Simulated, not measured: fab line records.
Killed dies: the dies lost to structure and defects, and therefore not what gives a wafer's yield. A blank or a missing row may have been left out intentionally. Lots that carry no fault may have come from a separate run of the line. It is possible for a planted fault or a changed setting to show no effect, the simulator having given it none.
fab line records	flow n5-finfet
[record] lots = 24	wafers = 72	last-day = 18
route steps=1938 shown BEOL_M14@1756 BEOL_M15@1793 MIM_BOT@1832 MIM_TOP_LITHO@1850 MIM_BOT_LITHO@1862
lots with no fault: from the same line, run without faults
start-h: hours from the record's opening day to when the first of the lot's shown wafers began	wait-h: hours from the lot's prior step to this one	" as in the row above	L1.1+2: one row covering several wafers at once	- either no value or no given start	* or withheld: withheld	< > ~ a bound
route shown NAME@n: a module of which the file shows steps, and the number in the route of the first	usual: mean/standard deviation of fault-free wafers	same: alike in all rows	chamber/n: place in a boat	sites: each site's reading	_std_site: how widely they spread, as a standard deviation	_edge_site: mean of outer sites minus mean of inner sites	radius-mm: how far each site lies from the wafer's centre	mask NAME#n: copy n	behind: tool/chamber where the wafer was last shaped	hold: reason for holding the lot/hours on hold/outcome of the hold	device: transistor that didn't switch, given as n, p or np	end of line: tests of these same wafers at the route's end	a step with no rows: only its recipe	killed: not the wafer's yield, but the dies lost to structure and defects at the first sort	map: the dies of a wafer, with x for killed, . for not killed, _ for no die there
set.NAME: the setting that was run; set.NAME@STEP: the one run at that earlier step	model.NAME: the simulator's own value behind a step, which no gauge read
the route's steps for a sample of lots (tables are steps, rows are wafers)
services: the hour from which a tool's chamber was out of use, counted from the record's first day as start-h (under 0 if before that day), plus the number of hours and why
[[steps]]
[step N5_BEOL_M14_STRIP_37]
[recipe] chemistry = O2	power-w = 600	temp-c = 60	pressure-mtorr = 30	rf-frequency-hz = 6e+07	bias-power-w = 0	overash-fraction = 0.3	o2-flow-sccm = 225
[usual] chamber-pressure-mTorr = 30.00/0.056	drypump-motor-current-A = 5.4/0.46	o2-flow-sccm = 225.1/0.6	oes-product-au = 0.78/0.065	rf-vpp-V = 3.6/0.96	showerhead-plenum-p-Torr = 2.14/0.062	throttle-valve-pct = 16.69/0.23
[same] bias-power-w = 0
lot.wafer	tool	chamber	start-h	wait-h	chamber-pressure-mTorr	drypump-motor-current-A	o2-flow-sccm	oes-product-au	rf-hours-counter-h	rf-vpp-V	showerhead-plenum-p-Torr	throttle-valve-pct
L074.1	rie-diel-05	0	242.57	0.1	30.06	5.4	224.1	0.86	78	4.1	2.02	16.66
L074.2	"	1	"	"	30.06	5.6	225.1	0.73	161	4.3	2.22	16.49
L074.3	"	2	"	"	29.99	5.2	225.2	0.95	10	2.4	2.15	16.30
L075.1	rie-diel-02	3	245.02	1.6	30.02	5.2	224.3	0.75	151	4.6	2.11	16.85
L075.4	"	2	"	"	29.92	6.3	224.5	0.83	74	2.6	2.19	16.47
L075.6	"	1	"	"	29.85	4.9	224.8	0.77	-	5.0	2.22	16.76
L077.4	rie-diel-02	0	259.85	1.3	30.01	4.9	225.2	0.75	178	3.5	2.09	16.63
L077.5	"	0	"	"	30.02	4.9	225.0	0.75	-	3.8	2.09	16.66
L077.6	"	3	"	"	29.94	5.2	224.9	0.72	-	2.6	2.11	16.86
L076.3	rie-diel-05	0	263.05	4.0	30.04	5.4	225.0	0.84	85	3.2	2.02	16.69
L076.4	"	1	"	"	29.90	5.6	224.9	0.76	167	2.5	2.22	16.56
L076.5	"	0	"	"	30.00	5.4	225.0	0.84	-	2.9	2.02	16.70
L079.1	rie-diel-01	3	263.09	3.8	30.08	5.7	225.8	0.75	153	1.3	2.10	17.05
L079.2	"	2	"	"	30.02	5.2	225.0	0.77	119	2.8	2.08	16.27
L079.3	"	1	"	"	30.02	5.7	224.2	0.81	61	4.0	2.21	16.85
L078.2	rie-diel-05	3	270.90	2.7	29.98	5.1	225.2	0.81	113	3.5	2.12	16.87
L078.4	"	0	"	"	29.95	5.4	225.0	0.84	89	2.4	2.02	16.72
L078.5	"	3	"	"	30.00	5.1	225.0	0.82	-	4.8	2.12	16.86
L080.2	rie-diel-01	0	280.98	0.1	29.92	6.0	225.6	0.95	19	5.2	2.21	16.39
L080.4	"	3	"	"	30.07	5.7	224.9	0.74	158	4.2	2.10	17.07
L080.5	"	1	"	"	30.03	5.7	224.9	0.84	-	3.6	2.21	16.90
L083.1	rie-diel-05	1	288.75	2.5	29.97	5.6	224.2	0.73	176	4.8	2.22	16.59
L083.3	"	2	"	"	29.89	5.2	225.1	0.92	25	3.6	2.14	16.34
L083.4	"	0	"	"	30.05	5.4	225.4	0.83	94	4.3	2.02	16.71
L081.2	rie-diel-05	0	294.72	1.2	30.03	5.4	224.7	0.82	96	3.1	2.01	16.68
L081.3	"	1	"	"	30.00	5.6	226.6	0.74	178	2.8	2.22	16.57
L081.5	"	2	"	"	30.10	5.2	225.7	0.92	-	3.2	2.15	16.36
L082.1	rie-diel-01	3	306.30	7.0	30.06	5.7	224.8	0.73	168	5.2	2.09	17.05
L082.4	"	0	"	"	30.04	6.1	224.4	0.92	28	3.1	2.21	16.39
L082.6	"	2	"	"	30.09	5.2	224.8	0.75	-	3.1	2.08	16.32
L084.1	rie-diel-05	2	320.04	0.7	29.89	5.2	224.7	0.90	34	2.7	2.14	16.33
L084.4	"	1	"	"	29.98	5.6	225.2	0.74	185	4.0	2.21	16.60
L084.6	"	2	"	"	29.98	5.1	225.4	0.91	-	3.8	2.14	16.38
L085.1	rie-diel-02	1	321.39	0.1	29.97	5.0	225.2	0.74	145	3.3	2.21	16.82
L085.2	"	0	"	"	30.04	4.9	225.3	0.73	200	2.7	2.08	16.69
L085.3	"	3	"	"	29.97	5.2	225.9	0.72	177	3.7	2.10	16.92
L086.3	rie-diel-02	3	330.29	0.1	30.07	5.2	225.7	0.70	180	3.6	2.10	16.89
L086.4	"	1	"	"	30.04	5.0	224.7	0.74	149	3.2	2.21	16.80
L086.6	"	1	"	"	30.01	4.9	225.2	0.73	-	6.7	2.21	16.76
L089.2	rie-diel-01	0	335.26	1.5	29.93	6.1	225.2	0.91	38	3.6	2.20	16.39
L089.4	"	2	"	"	29.98	5.1	226.0	0.76	145	2.9	2.08	16.34
L089.5	"	1	"	"	30.00	5.7	226.8	0.81	-	3.7	2.21	16.91
L087.2	rie-diel-05	3	336.69	0.4	30.00	5.1	224.9	0.77	134	4.3	2.11	16.91
L087.3	"	0	"	"	30.03	5.4	225.3	0.80	108	2.9	2.01	16.76
L087.4	"	2	"	"	29.98	5.1	225.4	0.89	40	2.8	2.14	16.40
L088.3	rie-diel-02	0	341.91	2.5	30.09	4.9	225.0	0.74	207	4.6	2.08	16.73
L088.4	"	1	"	"	29.99	5.0	224.9	0.73	153	2.7	2.21	16.80
L088.5	"	2	"	"	30.03	6.3	225.8	0.78	-	2.5	2.18	16.54
L090.1	rie-diel-01	0	352.08	0.0	29.99	6.0	225.1	0.87	45	2.9	2.20	16.42
L090.2	"	3	"	"	30.04	5.7	224.2	0.71	185	3.1	2.09	17.07
L090.3	"	2	"	"	30.00	5.2	225.6	0.75	151	3.1	2.07	16.33
L091.1	rie-diel-02	3	364.97	1.0	30.00	5.2	224.3	0.70	192	5.1	2.10	16.91
L091.5	"	2	"	"	30.01	6.3	226.0	0.77	-	3.2	2.17	16.58
L091.6	"	3	"	"	30.02	5.2	224.5	0.71	-	2.6	2.10	16.92
L094.2	rie-diel-02	3	371.05	2.3	30.03	5.2	226.8	0.71	194	5.9	2.10	16.93
L094.3	"	0	"	"	30.03	4.9	224.4	0.72	216	3.8	2.07	16.72
L094.5	"	0	"	"	29.91	4.9	224.3	0.72	-	4.3	2.07	16.71
L093.2	rie-diel-02	1	377.22	1.2	29.99	5.0	224.5	0.74	165	3.6	2.20	16.88
L093.4	"	3	"	"	29.90	5.2	224.9	0.72	196	3.1	2.10	16.92
L093.6	"	3	"	"	29.95	5.2	224.7	0.70	-	2.8	2.10	16.90
L095.1	rie-diel-01	0	377.63	0.4	30.02	6.1	225.1	0.88	53	3.3	2.20	16.48
L095.4	"	1	"	"	30.04	5.7	224.8	0.77	96	3.5	2.20	16.90
L095.6	"	1	"	"	29.99	5.7	223.9	0.78	-	3.7	2.20	16.93
L092.1	rie-diel-02	1	388.26	1.2	30.05	5.0	225.0	0.73	168	4.3	2.20	16.84
L092.3	"	0	"	"	30.08	4.9	225.6	0.72	222	4.9	2.07	16.70
L092.4	"	3	"	"	29.97	5.2	225.4	0.70	199	3.4	2.09	16.95
L096.1	rie-diel-01	2	402.06	3.7	30.06	5.2	226.0	0.72	167	3.0	2.07	16.35
L096.4	"	1	"	"	30.11	5.7	225.5	0.77	105	5.6	2.20	17.01
L096.6	"	3	"	"	29.98	5.7	224.0	0.72	-	4.9	2.08	17.12
L097.2	rie-diel-02	1	413.23	2.2	29.87	5.0	225.3	0.72	177	3.4	2.20	16.85
L097.5	"	1	"	"	30.07	5.0	225.5	0.70	-	3.3	2.20	16.86
L097.6	"	2	"	"	30.06	6.3	225.7	0.77	-	3.6	2.17	16.59
[step N5_BEOL_M14_PRE_CLEAN_42]
[recipe] gas = H2/He	time-s = 30	temp-c = 300
[usual] heater-power-w = 449/47
lot.wafer	tool	chamber	start-h	wait-h	heater-power-w
L074.1	pvd-sputter-03	-	242.87	0.0	538
L074.2	"	-	"	"	390
L074.3	"	-	"	"	358
L075.1	pvd-sputter-03	-	245.39	0.0	443
L075.4	"	-	"	"	527
L075.6	"	-	"	"	429
L077.4	pvd-sputter-01	-	260.31	0.0	482
L077.5	"	-	"	"	408
L077.6	"	-	"	"	454
L076.3	pvd-sputter-03	-	263.38	0.0	378
L076.4	"	-	"	"	373
L076.5	"	-	"	"	536
L079.1	pvd-sputter-02	-	263.44	0.0	494
L079.2	"	-	"	"	468
L079.3	"	-	"	"	474
L078.2	pvd-sputter-01	-	271.35	0.0	402
L078.4	"	-	"	"	496
L078.5	"	-	"	"	442
L080.2	pvd-sputter-02	-	281.41	0.0	445
L080.4	"	-	"	"	497
L080.5	"	-	"	"	447
L083.1	pvd-sputter-03	-	289.27	0.0	390
L083.3	"	-	"	"	426
L083.4	"	-	"	"	361
L081.2	pvd-sputter-02	-	295.50	0.0	490
L081.3	"	-	"	"	473
L081.5	"	-	"	"	445
L082.1	pvd-sputter-01	-	306.65	0.0	393
L082.4	"	-	"	"	473
L082.6	"	-	"	"	457
L084.1	pvd-sputter-02	-	320.74	0.0	492
L084.4	"	-	"	"	444
L084.6	"	-	"	"	443
L085.1	pvd-sputter-02	-	321.94	0.0	443
L085.2	"	-	"	"	468
L085.3	"	-	"	"	493
L086.3	pvd-sputter-03	-	330.92	0.0	361
L086.4	"	-	"	"	379
L086.6	"	-	"	"	533
L089.2	pvd-sputter-03	-	335.94	0.0	367
L089.4	"	-	"	"	531
L089.5	"	-	"	"	389
L087.2	pvd-sputter-02	-	337.26	0.0	475
L087.3	"	-	"	"	490
L087.4	"	-	"	"	446
L088.3	pvd-sputter-01	-	342.40	0.0	496
L088.4	"	-	"	"	463
L088.5	"	-	"	"	439
L090.1	pvd-sputter-02	-	352.38	0.0	463
L090.2	"	-	"	"	498
L090.3	"	-	"	"	441
L091.1	pvd-sputter-03	-	365.46	0.0	397
L091.5	"	-	"	"	443
L091.6	"	-	"	"	536
L094.2	pvd-sputter-03	-	371.90	0.0	371
L094.3	"	-	"	"	418
L094.5	"	-	"	"	433
L093.2	pvd-sputter-02	-	377.74	0.0	431
L093.4	"	-	"	"	458
L093.6	"	-	"	"	489
L095.1	pvd-sputter-03	-	378.32	0.0	379
L095.4	"	-	"	"	437
L095.6	"	-	"	"	424
L092.1	pvd-sputter-01	-	388.74	0.0	496
L092.3	"	-	"	"	457
L092.4	"	-	"	"	453
L096.1	pvd-sputter-01	-	402.79	0.0	476
L096.4	"	-	"	"	451
L096.6	"	-	"	"	491
L097.2	pvd-sputter-01	-	414.04	0.0	458
L097.5	"	-	"	"	441
L097.6	"	-	"	"	400
[step N5_BEOL_M15_CD_MEAS_17]
[recipe] target-cd-nm = 360	polarity = opening
[usual] cd-nm = 361.1/2.5
lot.wafer	tool	chamber	start-h	wait-h	cd-nm
L074.1	cd-sem-01	-	245.71	0.0	358.9
L074.2	"	-	"	"	358.1
L074.3	"	-	"	"	362.7
L075.1	cd-sem-03	-	248.15	0.0	358.8
L075.4	"	-	"	"	359.1
L075.6	"	-	"	"	359.0
L077.4	cd-sem-02	-	262.76	0.0	359.8
L077.5	"	-	"	"	359.8
L077.6	"	-	"	"	363.7
L076.3	cd-sem-03	-	265.83	0.0	364.1
L076.4	"	-	"	"	362.1
L076.5	"	-	"	"	361.3
L079.1	cd-sem-03	-	266.24	0.0	357.0
L079.2	"	-	"	"	367.8
L079.3	"	-	"	"	361.3
L078.2	cd-sem-02	-	273.80	0.0	361.3
L078.4	"	-	"	"	363.8
L078.5	"	-	"	"	363.2
L080.2	cd-sem-01	-	284.11	0.0	354.9
L080.4	"	-	"	"	360.2
L080.5	"	-	"	"	357.1
L083.1	cd-sem-01	-	292.45	0.0	361.8
L083.3	"	-	"	"	357.9
L083.4	"	-	"	"	362.3
L081.2	cd-sem-02	-	298.05	0.0	361.4
L081.3	"	-	"	"	362.0
L081.5	"	-	"	"	361.0
L082.1	cd-sem-01	-	309.20	0.0	360.9
L082.4	"	-	"	"	361.9
L082.6	"	-	"	"	362.2
L084.1	cd-sem-02	-	323.19	0.0	360.6
L084.4	"	-	"	"	360.7
L084.6	"	-	"	"	358.9
L085.1	cd-sem-01	-	324.37	0.0	358.6
L085.2	"	-	"	"	358.3
L085.3	"	-	"	"	357.6
L086.3	cd-sem-01	-	333.46	0.0	365.9
L086.4	"	-	"	"	362.9
L086.6	"	-	"	"	361.6
L089.2	cd-sem-03	-	338.43	0.0	358.3
L089.4	"	-	"	"	359.2
L089.5	"	-	"	"	359.7
L087.2	cd-sem-03	-	340.40	0.0	358.4
L087.3	"	-	"	"	361.9
L087.4	"	-	"	"	363.1
L088.3	cd-sem-03	-	345.02	0.0	355.3
L088.4	"	-	"	"	360.4
L088.5	"	-	"	"	360.2
L090.1	cd-sem-02	-	355.00	0.0	359.2
L090.2	"	-	"	"	361.1
L090.3	"	-	"	"	360.3
L091.1	cd-sem-01	-	368.49	0.0	365.0
L091.5	"	-	"	"	361.1
L091.6	"	-	"	"	363.2
L094.2	cd-sem-01	-	374.33	0.0	365.3
L094.3	"	-	"	"	363.2
L094.5	"	-	"	"	359.8
L095.1	cd-sem-01	-	380.88	0.0	359.0
L095.4	"	-	"	"	358.7
L095.6	"	-	"	"	365.0
L092.1	cd-sem-02	-	391.33	0.0	364.6
L092.3	"	-	"	"	360.4
L092.4	"	-	"	"	360.6
L093.2	cd-sem-01	-	395.42	0.0	361.7
L093.4	"	-	"	"	368.3
L093.6	"	-	"	"	362.7
L096.1	cd-sem-01	-	405.71	0.0	356.7
L096.4	"	-	"	"	359.1
L096.6	"	-	"	"	366.6
L097.2	cd-sem-03	-	416.60	0.0	361.8
L097.5	"	-	"	"	358.4
L097.6	"	-	"	"	366.3
[step N5_MIM_BOT_DEGAS_01]
[recipe] ambient = vacuum	temp-c = 300	time-s = 60
[usual] heater-power-w = 445/49
lot.wafer	tool	chamber	start-h	wait-h	heater-power-w
L074.1	pvd-sputter-02	-	254.62	2.3	441
L074.2	"	-	"	"	472
L074.3	"	-	"	"	462
L075.1	pvd-sputter-03	-	255.28	0.8	369
L075.4	"	-	"	"	381
L075.6	"	-	"	"	364
L077.4	pvd-sputter-01	-	269.96	1.9	461
L077.5	"	-	"	"	446
L077.6	"	-	"	"	400
L076.3	pvd-sputter-01	-	277.01	0.4	417
L076.4	"	-	"	"	476
L076.5	"	-	"	"	479
L079.1	pvd-sputter-02	-	277.15	0.4	482
L079.2	"	-	"	"	471
L079.3	"	-	"	"	454
L078.2	pvd-sputter-03	-	281.05	1.0	361
L078.4	"	-	"	"	545
L078.5	"	-	"	"	361
L080.2	pvd-sputter-01	-	292.00	0.5	397
L080.4	"	-	"	"	495
L080.5	"	-	"	"	458
L083.1	pvd-sputter-01	-	300.44	1.6	449
L083.3	"	-	"	"	478
L083.4	"	-	"	"	399
L081.2	pvd-sputter-03	-	303.06	0.0	380
L081.3	"	-	"	"	437
L081.5	"	-	"	"	429
L082.1	pvd-sputter-01	-	315.34	0.2	480
L082.4	"	-	"	"	422
L082.6	"	-	"	"	448
L084.1	pvd-sputter-03	-	329.20	0.8	535
L084.4	"	-	"	"	527
L084.6	"	-	"	"	363
L085.1	pvd-sputter-02	-	329.92	0.4	497
L085.2	"	-	"	"	475
L085.3	"	-	"	"	469
L086.3	pvd-sputter-03	-	341.73	3.8	369
L086.4	"	-	"	"	391
L086.6	"	-	"	"	549
L089.2	pvd-sputter-01	-	345.16	0.5	451
L089.4	"	-	"	"	480
L089.5	"	-	"	"	463
L087.2	pvd-sputter-01	-	345.36	0.3	492
L087.3	"	-	"	"	473
L087.4	"	-	"	"	412
L088.3	pvd-sputter-03	-	351.60	0.3	358
L088.4	"	-	"	"	538
L088.5	"	-	"	"	431
L090.1	pvd-sputter-03	-	364.24	1.6	417
L090.2	"	-	"	"	547
L090.3	"	-	"	"	378
L091.1	pvd-sputter-01	-	377.12	1.3	459
L091.5	"	-	"	"	421
L091.6	"	-	"	"	444
L094.2	pvd-sputter-01	-	382.60	2.4	413
L094.3	"	-	"	"	466
L094.5	"	-	"	"	418
L095.1	pvd-sputter-03	-	388.37	2.9	398
L095.4	"	-	"	"	363
L095.6	"	-	"	"	440
L092.1	pvd-sputter-02	-	397.48	0.7	491
L092.3	"	-	"	"	438
L092.4	"	-	"	"	471
L093.2	pvd-sputter-03	-	405.09	0.4	536
L093.4	"	-	"	"	366
L093.6	"	-	"	"	381
L096.1	pvd-sputter-02	-	410.17	0.2	443
L096.4	"	-	"	"	485
L096.6	"	-	"	"	498
L097.2	pvd-sputter-03	-	422.10	1.3	382
L097.5	"	-	"	"	430
L097.6	"	-	"	"	522
[step N5_MIM_TOP_LITHO_DESCUM_10]
[recipe] chemistry = O2	time-s = 7.9	source-power-w = 50	bias-power-w = 20	pressure-mtorr = 20	rf-frequency-hz = 2.712e+07	temp-c = 40	o2-flow-sccm = 225
[usual] bias-power-w = 20.00/0.059	chamber-pressure-mTorr = 20.000/0.018	drypump-motor-current-A = 5.5/0.47	o2-flow-sccm = 225.0/0.68	oes-product-au = 0.78/0.06	rf-vpp-V = 243.8/1.2	showerhead-plenum-p-Torr = 2.14/0.061	throttle-valve-pct = 20.46/0.26
lot.wafer	tool	chamber	start-h	wait-h	bias-power-w	chamber-pressure-mTorr	drypump-motor-current-A	o2-flow-sccm	oes-product-au	rf-hours-counter-h	rf-vpp-V	showerhead-plenum-p-Torr	throttle-valve-pct
L074.1	rie-diel-01	2	255.97	0.1	20.08	20.004	5.2	226.1	0.78	115	243.9	2.08	19.97
L074.2	"	1	"	"	19.99	19.977	5.7	224.8	0.83	57	244.3	2.21	20.69
L074.3	"	3	"	"	19.95	20.002	5.7	225.4	0.75	149	245.5	2.10	20.79
L075.1	rie-diel-05	1	256.73	0.2	19.99	19.946	5.6	225.4	0.74	166	243.7	2.22	20.25
L075.4	"	0	"	"	19.93	20.027	5.4	225.4	0.84	83	241.5	2.02	20.50
L075.6	"	3	"	"	20.06	19.986	5.1	225.1	0.81	-	244.2	2.12	20.64
L077.4	rie-diel-02	3	271.20	0.0	20.04	19.975	5.2	225.2	0.72	160	242.1	2.10	20.61
L077.5	"	3	"	"	19.95	19.997	5.2	224.6	0.73	-	242.1	2.10	20.61
L077.6	"	2	"	"	20.04	19.962	6.3	225.2	0.82	-	244.5	2.18	20.25
L076.3	rie-diel-02	1	278.51	0.0	19.90	20.009	5.0	225.7	0.76	131	244.1	2.21	20.58
L076.4	"	3	"	"	20.01	20.013	5.2	223.8	0.72	162	243.5	2.10	20.61
L076.5	"	0	"	"	19.96	19.987	4.9	224.6	0.75	-	244.3	2.08	20.42
L079.1	rie-diel-02	2	279.37	0.2	20.02	19.985	6.4	225.0	0.82	86	243.8	2.18	20.28
L079.2	"	0	"	"	20.04	19.941	4.9	224.8	0.76	184	244.9	2.08	20.43
L079.3	"	1	"	"	19.91	20.036	5.0	224.5	0.78	131	244.6	2.21	20.57
L078.2	rie-diel-01	0	282.37	0.0	19.91	19.986	6.0	225.9	0.93	20	245.9	2.20	20.13
L078.4	"	2	"	"	19.95	20.005	5.2	225.6	0.78	125	242.1	2.08	19.98
L078.5	"	3	"	"	20.11	20.008	5.7	225.3	0.73	-	243.0	2.09	20.81
L080.2	rie-diel-02	3	293.12	0.0	20.02	20.007	5.2	224.9	0.71	168	244.3	2.10	20.63
L080.4	"	0	"	"	19.89	19.993	4.9	225.1	0.74	190	243.3	2.08	20.44
L080.5	"	1	"	"	20.01	20.011	4.9	225.2	0.76	-	244.7	2.21	20.59
L083.1	rie-diel-01	2	302.14	0.1	20.13	20.010	5.2	224.4	0.77	133	243.9	2.08	20.00
L083.3	"	0	"	"	20.06	19.978	6.0	224.4	0.93	27	245.0	2.20	20.14
L083.4	"	1	"	"	19.96	20.016	5.7	224.6	0.82	71	244.7	2.21	20.70
L081.2	rie-diel-02	0	305.27	0.0	20.06	19.980	4.9	225.3	0.74	193	243.1	2.08	20.44
L081.3	"	2	"	"	20.01	19.976	6.3	223.1	0.81	94	244.4	2.18	20.28
L081.5	"	0	"	"	19.95	19.996	4.9	224.9	0.74	-	243.6	2.08	20.44
L082.1	rie-diel-01	0	316.61	0.0	20.08	20.017	6.0	225.2	0.91	32	243.9	2.20	20.15
L082.4	"	2	"	"	19.94	20.016	5.2	225.0	0.75	139	242.7	2.07	19.99
L082.6	"	0	"	"	20.07	20.007	6.0	225.4	0.91	-	245.9	2.20	20.14
L084.1	rie-diel-05	2	330.88	0.0	20.07	20.021	5.1	223.6	0.90	37	244.2	2.14	20.14
L084.4	"	3	"	"	19.96	19.995	5.1	225.0	0.79	132	243.6	2.11	20.66
L084.6	"	2	"	"	19.97	20.030	5.2	225.4	0.89	-	243.8	2.14	20.15
L085.1	rie-diel-01	2	332.53	0.0	20.03	20.010	5.2	226.3	0.76	144	243.5	2.07	20.01
L085.2	"	3	"	"	19.96	19.988	5.7	225.4	0.72	178	241.6	2.09	20.82
L085.3	"	1	"	"	19.95	20.002	5.7	225.9	0.80	81	244.6	2.20	20.72
L086.3	rie-diel-02	3	343.29	0.1	20.03	19.982	5.2	223.6	0.70	185	243.3	2.10	20.65
L086.4	"	1	"	"	19.93	19.963	5.0	223.9	0.73	154	244.2	2.20	20.61
L086.6	"	1	"	"	20.03	20.005	5.0	224.6	0.73	-	244.9	2.20	20.61
L089.2	rie-diel-01	3	346.40	0.0	20.05	20.013	5.7	224.6	0.71	183	244.8	2.09	20.84
L089.4	"	2	"	"	19.90	19.979	5.2	226.3	0.75	149	242.3	2.07	20.01
L089.5	"	1	"	"	19.92	19.986	5.7	223.9	0.80	-	246.1	2.20	20.71
L087.2	rie-diel-02	0	346.72	0.0	20.06	19.988	4.8	224.8	0.73	209	242.9	2.07	20.45
L087.3	"	3	"	"	19.87	20.000	5.2	224.4	0.70	187	242.4	2.09	20.65
L087.4	"	1	"	"	20.09	20.013	5.0	226.0	0.73	156	244.2	2.20	20.62
L088.3	rie-diel-01	0	352.84	0.0	20.08	19.991	6.0	225.2	0.90	45	245.4	2.20	20.17
L088.4	"	3	"	"	20.05	20.010	5.7	225.9	0.71	185	244.5	2.08	20.84
L088.5	"	3	"	"	19.92	19.999	5.7	223.6	0.72	-	242.3	2.08	20.86
L090.1	rie-diel-01	1	365.82	0.0	20.03	19.986	5.7	224.7	0.79	93	243.9	2.20	20.73
L090.2	"	3	"	"	20.01	20.003	5.7	226.1	0.71	189	243.0	2.08	20.85
L090.3	"	0	"	"	20.02	20.009	6.1	223.7	0.88	49	245.8	2.19	20.17
L091.1	rie-diel-01	0	378.80	0.0	19.96	20.000	6.0	224.2	0.87	53	244.8	2.19	20.18
L091.5	"	0	"	"	19.98	20.004	6.1	224.4	0.87	-	245.0	2.19	20.16
L091.6	"	1	"	"	20.11	19.998	5.7	225.5	0.78	-	244.6	2.20	20.72
L094.2	rie-diel-02	0	384.08	0.1	20.08	20.042	4.8	225.6	0.73	221	242.4	2.07	20.46
L094.3	"	1	"	"	19.98	19.993	5.0	225.1	0.73	167	245.8	2.20	20.63
L094.5	"	1	"	"	20.02	20.019	5.0	225.1	0.73	-	243.2	2.20	20.63
L095.1	rie-diel-05	0	390.29	0.0	20.00	20.021	5.4	225.5	0.80	123	241.4	2.00	20.57
L095.4	"	2	"	"	20.02	20.000	5.1	225.2	0.87	57	244.7	2.13	20.18
L095.6	"	0	"	"	20.11	20.011	5.4	225.3	0.79	-	241.7	2.00	20.55
L092.1	rie-diel-01	1	398.60	0.0	19.95	19.990	5.7	224.2	0.77	103	246.0	2.19	20.73
L092.3	"	3	"	"	20.10	19.981	5.7	224.1	0.70	199	243.9	2.08	20.85
L092.4	"	2	"	"	20.03	20.001	5.2	224.6	0.73	167	243.7	2.06	20.06
L093.2	rie-diel-02	2	407.65	0.0	20.00	19.989	6.3	224.5	0.77	127	245.4	2.16	20.33
L093.4	"	3	"	"	19.89	20.006	5.2	225.1	0.70	204	243.0	2.09	20.67
L093.6	"	2	"	"	20.02	19.997	6.3	225.4	0.77	-	245.3	2.16	20.33
L096.1	rie-diel-05	0	414.22	0.0	19.89	20.024	5.4	224.9	0.80	130	241.0	2.00	20.58
L096.4	"	3	"	"	20.01	20.012	5.1	224.8	0.77	159	243.4	2.10	20.73
L096.6	"	1	"	"	20.05	20.015	5.6	224.7	0.70	-	243.9	2.20	20.35
L097.2	rie-diel-02	2	423.45	0.0	20.05	19.990	6.3	224.6	0.76	133	243.9	2.16	20.33
L097.5	"	0	"	"	20.04	20.010	4.9	224.9	0.71	-	243.4	2.06	20.50
L097.6	"	3	"	"	20.09	20.007	5.2	224.9	0.69	-	243.2	2.09	20.68
[step N5_MIM_BOT_LITHO_CD_MEAS_08]
[recipe] target-cd-nm = 3000	landing-energy-ev = 500	detector = se-inlens	polarity = opening
[usual] cd-nm = 2999.6/2.5
[same] landing-energy-ev = 500
lot.wafer	tool	chamber	start-h	wait-h	cd-nm
L074.1	cd-sem-01	0	256.75	-	3001.8
L074.2	"	0	"	"	2999.5
L074.3	"	0	"	"	3002.6
L075.1	cd-sem-02	0	257.39	-	3002.1
L075.4	"	0	"	"	3000.5
L075.6	"	0	"	"	2998.1
L077.4	cd-sem-03	0	271.97	-	2993.8
L077.5	"	0	"	"	2995.7
L077.6	"	0	"	"	2996.0
L076.3	cd-sem-02	0	279.16	-	3000.4
L076.4	"	0	"	"	2998.3
L076.5	"	0	"	"	3000.2
L079.1	cd-sem-02	0	280.02	-	2995.5
L079.2	"	0	"	"	2996.8
L079.3	"	0	"	"	2996.8
L078.2	cd-sem-03	0	283.23	-	2998.9
L078.4	"	0	"	"	2998.4
L078.5	"	0	"	"	3001.9
L080.2	cd-sem-03	0	293.89	-	2999.1
L080.4	"	0	"	"	3000.9
L080.5	"	0	"	"	2998.4
L083.1	cd-sem-01	0	302.91	-	2998.5
L083.3	"	0	"	"	3001.2
L083.4	"	0	"	"	3002.0
L081.2	cd-sem-01	0	305.92	-	3002.0
L081.3	"	0	"	"	2999.1
L081.5	"	0	"	"	2999.3
L082.1	cd-sem-03	0	317.29	-	3000.0
L082.4	"	0	"	"	3001.5
L082.6	"	0	"	"	3000.4
L084.1	cd-sem-02	0	331.65	-	3000.8
L084.4	"	0	"	"	3004.1
L084.6	"	0	"	"	2999.5
L085.1	cd-sem-01	0	333.35	-	2996.7
L085.2	"	0	"	"	2998.0
L085.3	"	0	"	"	2998.4
L086.3	cd-sem-03	0	344.07	-	2999.0
L086.4	"	0	"	"	2993.9
L086.6	"	0	"	"	2997.6
L089.2	cd-sem-03	0	347.27	-	2997.7
L089.4	"	0	"	"	3000.3
L089.5	"	0	"	"	3001.3
L087.2	cd-sem-01	0	347.50	-	3002.2
L087.3	"	0	"	"	3000.2
L087.4	"	0	"	"	2996.8
L088.3	cd-sem-02	0	353.49	-	2999.1
L088.4	"	0	"	"	3005.8
L088.5	"	0	"	"	3000.1
L090.1	cd-sem-02	0	366.59	-	2998.7
L090.2	"	0	"	"	2999.1
L090.3	"	0	"	"	3001.8
L091.1	cd-sem-02	0	379.63	-	3001.7
L091.5	"	0	"	"	2997.9
L091.6	"	0	"	"	2998.8
L094.2	cd-sem-03	0	384.77	-	2998.5
L094.3	"	0	"	"	2999.7
L094.5	"	0	"	"	2999.8
L095.1	cd-sem-02	0	391.06	-	2999.3
L095.4	"	0	"	"	3000.5
L095.6	"	0	"	"	3000.2
L092.1	cd-sem-03	0	399.37	-	3005.6
L092.3	"	0	"	"	2997.5
L092.4	"	0	"	"	3000.6
L093.2	cd-sem-01	0	408.48	-	2998.1
L093.4	"	0	"	"	2998.6
L093.6	"	0	"	"	3000.1
L096.1	cd-sem-02	0	414.87	-	2998.2
L096.4	"	0	"	"	2998.3
L096.6	"	0	"	"	3005.4
L097.2	cd-sem-02	0	424.10	-	2994.7
L097.5	"	0	"	"	2996.3
L097.6	"	0	"	"	2997.4
[[services]]
tool	chamber	start-h	hours	kind
rie-diel-05	3	264.39	4.8	repair
rie-diel-05	-	272.79	2.8	pm
rie-diel-01	1	293.56	7.0	repair
rie-diel-05	0	301.41	5.1	repair
pvd-sputter-02	-	305.99	6.3	repair
rie-diel-02	2	322.94	2.0	repair
pvd-sputter-02	-	359.20	3.8	repair
rie-diel-05	0	366.04	5.1	repair
rie-diel-01	-	373.38	0.9	repair
pvd-sputter-03	-	413.79	4.6	repair
[[key]]
fault none
